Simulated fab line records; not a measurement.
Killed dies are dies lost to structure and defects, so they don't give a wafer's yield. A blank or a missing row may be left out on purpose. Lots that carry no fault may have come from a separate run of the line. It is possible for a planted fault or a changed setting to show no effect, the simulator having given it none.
fab line records	flow n5-finfet
record lots=6	wafers=18	last-day=17
route steps=1938 shown BEOL_M15@1812 PASSIVATION@1936
lots untouched by any fault: they come from a run of this same line in which no faults occurred
start-h: hours from the record's first day to the start of the lot's first wafer shown	wait-h: hours from the lot's prior step to this one	" the same as in the row above	L1.1+2: a single row standing in for several wafers	- no value, or no start was given	* or withheld: withheld	< > ~ a bound
route shown NAME@n: NAME is a module with steps in the file, n the number in the route of the first one	usual: mean and standard deviation over wafers with no fault	same: alike in all rows	chamber/n: place in a boat	sites: each site's reading	_std_site: standard deviation of those values	_edge_site: outer sites' mean less inner sites'	radius-mm: for every site, how far away it sits from the centre of the wafer	mask NAME#n: copy n	behind: the most recent tool/chamber to have shaped the wafer	hold: why the lot was held/for how many hours/how that ended	device: the transistor (n, p or np) that didn't switch	end of line: tests of these same wafers at the route's end	a step given without rows: its recipe and nothing more	killed: not the wafer's yield, but the dies lost to structure and defects at the first sort	map: shows each die of a wafer: x if killed, . if not, _ if none is there
set.NAME: setting as actually run; set.NAME@STEP: the setting as run at that earlier step	model.NAME: the simulator's own value behind a step, which no gauge read
lots at selected steps of the route; one table per step, one row per wafer
services: a tool's chamber out of use, with start hour (start-h, from the record's first day; less than 0 if before it), hours out, and reason
## steps
# step N5_BEOL_M15_STRIP_62
# recipe chemistry=O2	power-w=600	temp-c=60	pressure-mtorr=30	rf-frequency-hz=6e+07	bias-power-w=0	overash-fraction=0.3	o2-flow-sccm=225
# usual drypump-motor-current-A=5.37/0.28	oes-product-au=0.82/0.097	rf-vpp-V=3.6/0.46	showerhead-plenum-p-Torr=2.10/0.048	throttle-valve-pct=16.58/0.22
# same bias-power-w=0
lot.wafer	tool	chamber	start-h	wait-h	drypump-motor-current-A	oes-product-au	rf-hours-counter-h	rf-vpp-V	showerhead-plenum-p-Torr	throttle-valve-pct
L971.1	rie-diel-05	1	-	-	5.46	0.89	50	3.8	2.05	16.29
L971.3	"	0	"	"	4.99	0.96	15	4.1	2.12	16.51
L971.6	"	3	"	"	5.30	0.72	-	3.1	2.08	16.77
L973.1	rie-diel-06	2	-	-	5.89	0.72	216	3.9	2.08	17.09
L973.2	"	0	"	"	5.06	0.71	181	3.6	2.18	16.70
L973.4	"	3	"	"	5.29	0.69	197	3.3	2.08	16.91
L976.1	rie-diel-06	0	-	-	5.06	0.72	186	3.6	2.18	16.69
L976.4	"	1	"	"	5.46	0.89	35	2.7	2.12	16.41
L976.6	"	3	"	"	5.33	0.67	-	4.0	2.08	16.93
L980.2	rie-diel-06	3	-	-	5.33	0.68	211	3.3	2.08	16.94
L980.3	"	0	"	"	5.07	0.72	190	3.1	2.18	16.73
L980.6	"	0	"	"	5.06	0.72	-	3.8	2.18	16.73
L986.1	rie-diel-03	3	-	-	5.14	0.88	36	3.2	2.12	16.51
L986.5	"	3	"	"	5.16	0.89	-	4.0	2.12	16.49
L986.6	"	0	"	"	5.93	0.68	-	4.7	2.06	16.59
L991.1	rie-diel-03	2	-	-	5.25	0.87	38	3.4	2.06	16.52
L991.4	"	1	"	"	5.30	0.75	124	4.0	2.20	16.72
L991.5	"	1	"	"	5.31	0.75	-	4.3	2.20	16.72
# step N5_BEOL_M15_STRIP_37
# recipe chemistry=O2	power-w=600	temp-c=60	pressure-mtorr=30	rf-frequency-hz=6e+07	bias-power-w=0	overash-fraction=0.3	o2-flow-sccm=225
# step N5_BEOL_M15_ETCH_38
# recipe chemistry=CF4/N2	target=SiCN	target-depth-a=1064	taper-deg=2	time-s=120.5	ion-energy-ev=150	mask-material=SiO2	pressure-mtorr=40	source-w=430	bias-w=70	Ar_flow_sccm=100	cf4-flow-sccm=60	n2-flow-sccm=60
# usual bias-w=69.96/0.19	drypump-motor-current-A=5.37/0.28	mfc-ar-sccm=100.0/0.32	oes-product-au=0.82/0.096	rf-vpp-V=382.5/1.5	showerhead-plenum-p-Torr=2.21/0.056	throttle-valve-pct=15.36/0.23
lot.wafer	tool	chamber	start-h	wait-h	bias-w	drypump-motor-current-A	mfc-ar-sccm	oes-product-au	rf-hours-counter-h	rf-vpp-V	showerhead-plenum-p-Torr	throttle-valve-pct
L971.1	rie-diel-05	1	-	-	69.55	5.47	99.7	0.87	50	381.1	2.15	15.01
L971.3	"	0	"	"	70.05	5.02	100.7	0.95	15	383.5	2.26	15.38
L971.6	"	3	"	"	69.91	5.31	100.1	0.71	-	381.4	2.18	15.50
L973.1	rie-diel-06	2	-	-	69.82	5.92	99.9	0.73	216	381.0	2.19	15.85
L973.2	"	0	"	"	69.65	5.11	100.3	0.72	181	384.9	2.29	15.46
L973.4	"	3	"	"	69.77	5.32	99.8	0.70	197	382.5	2.20	15.70
L976.1	rie-diel-06	0	-	-	70.14	5.05	100.0	0.72	186	383.1	2.29	15.45
L976.4	"	1	"	"	69.76	5.42	99.9	0.89	35	381.7	2.25	15.25
L976.6	"	3	"	"	70.13	5.35	99.4	0.69	-	382.3	2.20	15.72
L980.2	rie-diel-06	3	-	-	70.07	5.34	99.4	0.69	211	382.1	2.19	15.73
L980.3	"	0	"	"	69.83	5.07	100.0	0.71	190	385.1	2.28	15.47
L980.6	"	0	"	"	69.87	5.07	99.7	0.71	-	384.1	2.28	15.47
L986.1	rie-diel-03	3	-	-	70.04	5.12	99.8	0.88	36	382.3	2.25	15.38
L986.5	"	3	"	"	70.09	5.13	100.2	0.88	-	383.4	2.25	15.36
L986.6	"	0	"	"	69.62	5.95	100.2	0.67	-	382.6	2.16	15.35
L991.1	rie-diel-03	2	-	-	69.88	5.24	99.9	0.87	38	381.9	2.16	15.25
L991.4	"	1	"	"	70.09	5.29	99.9	0.74	124	384.6	2.32	15.51
L991.5	"	1	"	"	70.33	5.28	99.9	0.75	-	385.3	2.32	15.52
# step N5_BEOL_M15_PRECLEAN_39
# recipe chemistry=residue-remover	time-s=60	temp-c=40
# step N5_BEOL_M15_SRD_40
# recipe time-s=30	temp-c=23	rinse-liquid=diw	dry=n2-spin	spin-rpm=1500	dry-time-s=30
# step N5_BEOL_M15_DEGAS_41
# recipe ambient=vacuum	temp-c=300	time-s=60
# usual heater-power-w=473/43
lot.wafer	tool	chamber	start-h	wait-h	heater-power-w
L971.1	pvd-sputter-01	-	264.69	0.2	451
L971.3	"	-	"	"	514
L971.6	"	-	"	"	449
L973.1	pvd-sputter-01	-	279.05	0.4	445
L973.2	"	-	"	"	453
L973.4	"	-	"	"	434
L976.1	pvd-sputter-03	-	312.75	0.2	488
L976.4	"	-	"	"	487
L976.6	"	-	"	"	474
L980.2	pvd-sputter-03	-	325.49	0.3	472
L980.3	"	-	"	"	475
L980.6	"	-	"	"	492
L986.1	pvd-sputter-01	-	360.73	0.3	455
L986.5	"	-	"	"	458
L986.6	"	-	"	"	443
L991.1	pvd-sputter-03	-	382.59	0.4	503
L991.4	"	-	"	"	481
L991.5	"	-	"	"	468
# step N5_BEOL_M15_PRE_CLEAN_42
# recipe gas=H2/He	time-s=30	temp-c=300
# step N5_BEOL_M15_SPUTTER_43
# recipe material=TaN	target-thk-a=150	temp-c=50	bias-v=168.6	power-w=15000	chamber-pressure-pa=0.12	time-s=24.19
# step N5_BEOL_M15_SPUTTER_44
# recipe material=Ta	target-thk-a=150	temp-c=50	bias-v=80	power-w=15000	chamber-pressure-pa=0.07	time-s=24.19
# usual throttle-valve-pct=29.4/1.1
lot.wafer	tool	chamber	start-h	wait-h	throttle-valve-pct
L971.1	pvd-sputter-01	-	264.85	0.0	29.9
L971.3	"	-	"	"	29.4
L971.6	"	-	"	"	29.8
L973.1	pvd-sputter-01	-	279.21	0.0	27.1
L973.2	"	-	"	"	30.1
L973.4	"	-	"	"	29.8
L976.1	pvd-sputter-03	-	312.91	0.0	29.0
L976.4	"	-	"	"	30.3
L976.6	"	-	"	"	29.6
L980.2	pvd-sputter-03	-	325.65	0.0	29.5
L980.3	"	-	"	"	30.5
L980.6	"	-	"	"	29.0
L986.1	pvd-sputter-01	-	360.89	0.0	30.0
L986.5	"	-	"	"	27.2
L986.6	"	-	"	"	29.6
L991.1	pvd-sputter-03	-	382.75	0.0	29.1
L991.4	"	-	"	"	29.9
L991.5	"	-	"	"	29.9
# step N5_BEOL_M15_SPUTTER_45
# recipe material=Cu	target-thk-a=1000	temp-c=-20	bias-v=60	power-w=26000	chamber-pressure-pa=0.13	time-s=16.67
# usual throttle-valve-pct=29.5/1.1
lot.wafer	tool	chamber	start-h	wait-h	throttle-valve-pct
L971.1	pvd-sputter-01	-	264.93	0.0	30.0
L971.3	"	-	"	"	29.4
L971.6	"	-	"	"	29.9
L973.1	pvd-sputter-01	-	279.29	0.0	27.4
L973.2	"	-	"	"	30.7
L973.4	"	-	"	"	29.9
L976.1	pvd-sputter-03	-	312.99	0.0	29.5
L976.4	"	-	"	"	30.4
L976.6	"	-	"	"	29.8
L980.2	pvd-sputter-03	-	325.73	0.0	29.7
L980.3	"	-	"	"	30.5
L980.6	"	-	"	"	29.2
L986.1	pvd-sputter-01	-	360.97	0.0	29.9
L986.5	"	-	"	"	27.5
L986.6	"	-	"	"	29.8
L991.1	pvd-sputter-03	-	382.83	0.0	29.0
L991.4	"	-	"	"	29.7
L991.5	"	-	"	"	29.8
# step N5_BEOL_M15_ECD_47
# recipe material=Cu	target-thk-a=18600
# step N5_BEOL_M15_ANNEAL_48
# recipe temp-c=225	time-s=90	ambient=N2
# step N5_BEOL_M15_CMP_49
# recipe stop-on=SiO2	t-overpolish-s=4.9	down-force-psi=2	platen-rpm=80	clearing-platen-down-force-psi=2	clearing-platen-rpm=80	post-cmp-clean=cu-alkaline	target-thk-nm=850	clearing-platen-pad-velocity-m-s=1.5917	pad-velocity-m-s=1.5917
# usual barrier-field-endpoint-s=11.41/0.26	clearing-platen-rpm=80.00/0.039	head-pressure-psi=2.000/0.004	motor-current-A=7.9/0.58	overpolish-run-s=4.900/0.009	slurry-filter-dp-kPa=13.48/0.12
lot.wafer	tool	chamber	start-h	wait-h	barrier-field-endpoint-s	clearing-platen-rpm	head-pressure-psi	motor-current-A	overpolish-run-s	slurry-filter-dp-kPa
L971.3	cmp-04	2	265.93	0.3	11.39	80.06	2.005	7.8	4.908	13.80
L971.1	"	3	"	"	11.96	80.02	2.002	7.9	4.881	13.54
L971.6	"	2	"	"	11.59	80.04	1.999	7.9	4.898	13.56
L973.2	cmp-04	3	280.36	0.6	10.96	79.98	2.005	7.7	4.888	13.45
L973.4	"	0	"	"	11.29	79.98	1.997	8.2	4.899	13.34
L973.1	"	1	"	"	11.32	80.02	1.994	7.8	4.899	13.58
L976.1	cmp-04	3	313.69	0.3	13.14	80.05	1.815	7.8	4.902	13.28
L976.4	"	1	"	"	13.15	80.04	1.816	7.6	4.911	13.54
L976.6	"	3	"	"	12.85	80.00	1.821	7.4	4.899	13.47
L980.2	cmp-04	1	326.42	0.2	12.45	79.97	1.813	7.6	4.895	13.40
L980.3	"	2	"	"	12.60	79.98	1.810	7.5	4.910	13.75
L980.6	"	1	"	"	12.92	80.00	1.812	7.4	4.890	13.52
L986.1	cmp-03	1	361.74	0.4	11.53	80.02	1.997	7.2	4.905	13.72
L986.5	"	2	"	"	11.21	80.03	2.002	6.9	4.912	13.52
L986.6	"	3	"	"	11.83	79.96	1.995	7.8	4.909	13.47
L991.1	cmp-03	2	383.50	0.3	11.45	80.03	1.994	7.4	4.888	13.43
L991.4	"	1	"	"	11.48	80.00	2.005	7.3	4.900	13.54
L991.5	"	3	"	"	11.51	79.90	1.997	7.6	4.893	13.54
# step N5_PASSIVATION_PROBE_49
# usual defect-limited-yield=91.3/1.4	killed_at_M0_to_M3=36/11	killed_at_M4_up=13/5.2	killed-at-contacts=13/6.5	killed-at-front-end=37/11	killed-at-other=3.6/2.9	killed-dies=103/17	killed-open=68/12	killed-short=33/7.3	sort_bin_4_leakage=0.01/0.039	sort_bin_5_function=5.2/0.91	sort_bin_6_memory=3.2/0.67	sort-n-pass=1077/17	sort-yield-pct=91.3/1.4
# same gross-dies=1180	killed-at-back-side=0	sort_bin_8_speed[%]=0
lot.wafer	tool	chamber	start-h	wait-h	defect-limited-yield[%]	killed_at_M0_to_M3	killed_at_M4_up	killed-at-contacts	killed-at-front-end	killed-at-other	killed-dies	killed-open	killed-short	sort_bin_4_leakage[%]	sort_bin_5_function[%]	sort_bin_6_memory[%]	sort-n-pass	sort-yield-pct[%]
L971.1	prober-01	-	278.73	0.0	92.6	38	11	8	30	0	87	54	32	0	4.1	2.8	1093	92.6
L971.3	prober-01	-	278.83	0.1	92.5	38	11	6	32	1	88	59	29	0	3.7	3.7	1092	92.5
L971.6	prober-01	-	278.98	0.3	92.3	31	11	10	38	1	91	62	29	0	4.4	3.0	1089	92.3
L973.1	prober-01	-	294.77	0.0	92.1	49	3	14	26	1	93	61	30	0	4.4	2.9	1087	92.1
L973.2	prober-01	-	294.82	0.1	87.5	73	17	19	34	4	147	101	45	0	7.5	4.7	1033	87.5
L973.4	prober-01	-	294.92	0.2	90.3	47	6	28	32	2	115	73	42	0	6.1	3.3	1065	90.3
L976.1	prober-02	-	329.43	0.0	90.4	31	14	8	52	8	113	73	40	0	5.8	3.5	1067	90.4
L976.4	prober-02	-	329.58	0.2	88.9	58	8	12	49	4	131	82	49	0	6.4	4.4	1049	88.9
L976.6	prober-02	-	329.68	0.3	90.3	52	6	15	39	3	115	78	37	0	5.9	3.6	1065	90.3
L980.2	prober-01	-	341.37	0.1	91.4	32	17	12	33	8	102	67	35	0	5.0	3.6	1078	91.4
L980.3	prober-01	-	341.42	0.1	90.3	31	10	5	59	10	115	66	41	0	4.6	3.8	1065	90.3
L980.6	prober-01	-	341.57	0.3	92.4	25	12	4	46	3	90	55	34	0	5.3	2.3	1090	92.4
L986.1	prober-01	-	379.81	0.0	92.1	39	7	4	39	4	93	64	29	0	4.6	2.9	1087	92.1
L986.5	prober-01	-	380.01	0.2	90.5	41	7	17	43	4	112	78	32	0	5.4	3.6	1068	90.5
L986.6	prober-01	-	380.06	0.3	90.3	35	14	13	48	5	115	92	23	0	5.6	3.7	1065	90.3
# killed by level:class
L971.1 BEOL_M0_SAQP:geometric-particle:open=13 FIN_SAQP:geometric-particle:open=8 BEOL_M0_SAQP:geometric-particle:short=8 BEOL_M4:geometric-particle:open=5 BEOL_M1:geometric-particle:open=5 FIN_SAQP:geometric-particle:short=4 STI_FIN_REVEAL:geometric-particle:open=4 MOL_CONTACT_COAG:geometric-particle:short=4
L971.3 FIN_SAQP:geometric-particle:short=10 BEOL_M3:geometric-particle:open=10 FIN_SAQP:geometric-particle:open=8 BEOL_M1:geometric-particle:open=8 BEOL_M2:geometric-particle:open=7 BEOL_M0_SAQP:geometric-particle:short=6 STI_FIN_REVEAL:geometric-particle:open=4 MOL_CONTACT_COAG:geometric-particle:open=4
L971.6 STI_FIN_REVEAL:geometric-particle:open=10 FIN_SAQP:geometric-particle:open=8 FIN_SAQP:geometric-particle:short=7 BEOL_M0_SAQP:geometric-particle:short=7 BEOL_M1:geometric-particle:open=7 BEOL_M3:geometric-particle:open=7 MOL_CONTACT_COAG:geometric-particle:open=6 BEOL_M4:geometric-particle:open=6
L973.1 BEOL_M3:geometric-particle:open=13 MOL_CONTACT_COAG:geometric-particle:open=10 BEOL_M0_SAQP:geometric-particle:short=9 BEOL_M1:geometric-particle:open=8 BEOL_M2:geometric-particle:open=7 FIN_SAQP:geometric-particle:open=6 BEOL_M0_SAQP:geometric-particle:open=6 FIN_SAQP:geometric-particle:short=5
L973.2 BEOL_M0_SAQP:geometric-particle:short=15 BEOL_M3:geometric-particle:open=14 MOL_CONTACT_COAG:geometric-particle:open=14 BEOL_M2:geometric-particle:open=12 STI_FIN_REVEAL:geometric-particle:open=11 BEOL_M1:geometric-particle:open=11 BEOL_M0_SAQP:geometric-particle:open=10 BEOL_M4:geometric-particle:open=6
L973.4 MOL_CONTACT_COAG:geometric-particle:open=23 BEOL_M0_SAQP:geometric-particle:short=14 FIN_SAQP:geometric-particle:short=9 BEOL_M3:geometric-particle:open=8 BEOL_M0_SAQP:geometric-particle:open=7 BEOL_M1:geometric-particle:open=7 FIN_SAQP:geometric-particle:open=6 MOL_CONTACT_COAG:geometric-particle:short=5
L976.1 STI_FIN_REVEAL:geometric-particle:open=18 FIN_SAQP:geometric-particle:open=10 BEOL_M0_SAQP:geometric-particle:short=10 BEOL_M0_SAQP:geometric-particle:open=10 FIN_SAQP:geometric-particle:short=8 MOL_CONTACT_COAG:geometric-particle:open=5 BEOL_M5:geometric-particle:open=5 PASS1_DEP:geometric-particle:short=5
L976.4 BEOL_M0_SAQP:geometric-particle:short=21 BEOL_M0_SAQP:geometric-particle:open=16 FIN_SAQP:geometric-particle:open=10 STI_FIN_REVEAL:geometric-particle:open=9 MOL_CONTACT_COAG:geometric-particle:open=9 FIN_SAQP:geometric-particle:short=7 BEOL_M1:geometric-particle:open=7 STARTING-WAFER:geometric-particle:open=6
L976.6 BEOL_M0_SAQP:geometric-particle:open=19 STI_FIN_REVEAL:geometric-particle:open=16 MOL_CONTACT_COAG:geometric-particle:open=12 BEOL_M0_SAQP:geometric-particle:short=12 FIN_SAQP:geometric-particle:open=6 BEOL_M0:geometric-particle:short=5 BEOL_M3:geometric-particle:open=4 STARTING-WAFER:geometric-particle:short=4
L980.2 BEOL_M2:geometric-particle:open=13 STI_FIN_REVEAL:geometric-particle:open=11 MOL_CONTACT_COAG:geometric-particle:open=10 BEOL_M4:geometric-particle:open=7 GATE_CUT:geometric-particle:short=6 BEOL_M0_SAQP:geometric-particle:open=6 PASS1_DEP:geometric-particle:short=5 FIN_SAQP:geometric-particle:open=4
L980.3 FIN_SAQP:geometric-particle:open=14 FIN_SAQP:geometric-particle:short=11 BEOL_M2:geometric-particle:open=11 HKMG_FIN:area-etch=8 STI_FIN_REVEAL:geometric-particle:open=6 PASS1_DEP:geometric-particle:short=6 GATE_CUT:geometric-particle:short=4 GATE_CUT:geometric-particle:open=4
L980.6 STI_FIN_REVEAL:geometric-particle:open=17 BEOL_M0_SAQP:geometric-particle:short=6 FIN_SAQP:geometric-particle:open=5 FIN_SAQP:geometric-particle:short=5 BEOL_M2:geometric-particle:open=5 MOL_CONTACT_COAG:geometric-particle:open=4 BEOL_M0_SAQP:geometric-particle:open=4 BEOL_M3:geometric-particle:open=4
L986.1 FIN_SAQP:geometric-particle:open=15 BEOL_M3:geometric-particle:open=8 STI_FIN_REVEAL:geometric-particle:open=7 BEOL_M0:geometric-particle:open=6 FIN_SAQP:geometric-particle:short=5 BEOL_M2:geometric-particle:open=5 BEOL_M1:geometric-particle:short=4 BEOL_M5:geometric-particle:open=4
L986.5 BEOL_M3:geometric-particle:open=17 MOL_CONTACT_COAG:geometric-particle:open=15 FIN_SAQP:geometric-particle:open=13 BEOL_M2:geometric-particle:open=7 FIN_SAQP:geometric-particle:short=5 GATE_CUT:geometric-particle:open=5 BEOL_M0_SAQP:geometric-particle:short=5 STI_FIN_REVEAL:geometric-particle:open=4
L986.6 BEOL_M1:geometric-particle:open=16 MOL_CONTACT_COAG:geometric-particle:open=12 FIN_SAQP:geometric-particle:open=11 STI_FIN_REVEAL:geometric-particle:open=10 DUMMY_GATE:geometric-particle:open=7 BEOL_M5:geometric-particle:open=7 FIN_SAQP:geometric-particle:short=5 GATE_CUT:geometric-particle:short=5
## services
tool	chamber	start-h	hours	kind
rie-diel-03	2	249.30	-	clean
rie-diel-03	2	249.30	-	consumable-replace:focus-ring
rie-diel-03	2	249.30	16.8	scheduled-down
rie-diel-03	2	249.30	16.8	vent-cycle
rie-diel-03	-	252.99	2.8	pm
rie-diel-03	3	257.10	10.3	repair
rie-diel-03	0	275.51	4.4	repair
rie-diel-03	-	281.98	0.1	repair
rie-diel-06	0	287.29	12.3	repair
rie-diel-05	2	295.07	17.0	repair
pvd-sputter-01	-	306.96	5.3	repair
rie-diel-05	2	316.07	4.0	repair
rie-diel-03	3	317.28	3.7	repair
pvd-sputter-01	-	347.23	7.8	repair
rie-diel-03	0	360.38	-	clean
rie-diel-03	0	360.38	-	consumable-replace:focus-ring
rie-diel-03	0	360.38	16.6	scheduled-down
rie-diel-03	0	360.38	16.6	vent-cycle
pvd-sputter-01	-	365.53	1.5	repair
cmp-03	-	366.91	0.2	repair
rie-diel-05	1	370.48	4.3	repair
rie-diel-05	1	375.69	6.9	repair
cmp-03	-	375.79	0.8	repair
## key
first-sign step=N5_BEOL_M15_CMP_49	reading=head-pressure-psi	direction=down	sigmas=46	usual=2.000	struck=1.815
effect step=N5_BEOL_M15_CMP_49	reading=barrier-field-endpoint-s	direction=up	sigmas=5.5	usual=11.41	struck=12.85
met-at N5_BEOL_M15_CMP_49
struck-wafers L976.1,L976.4,L976.6,L980.2,L980.3,L980.6
onset-between 280.36 313.69
fault kind=process-parameter-drift	tool=cmp-04	chamber=-	onset-h=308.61	steps=N5_BEOL_M15_CMP_49	channel=down-force-psi	offset=-0.18353	shape=step	end-h=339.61	acts-in=these-recipes-only	stated=2
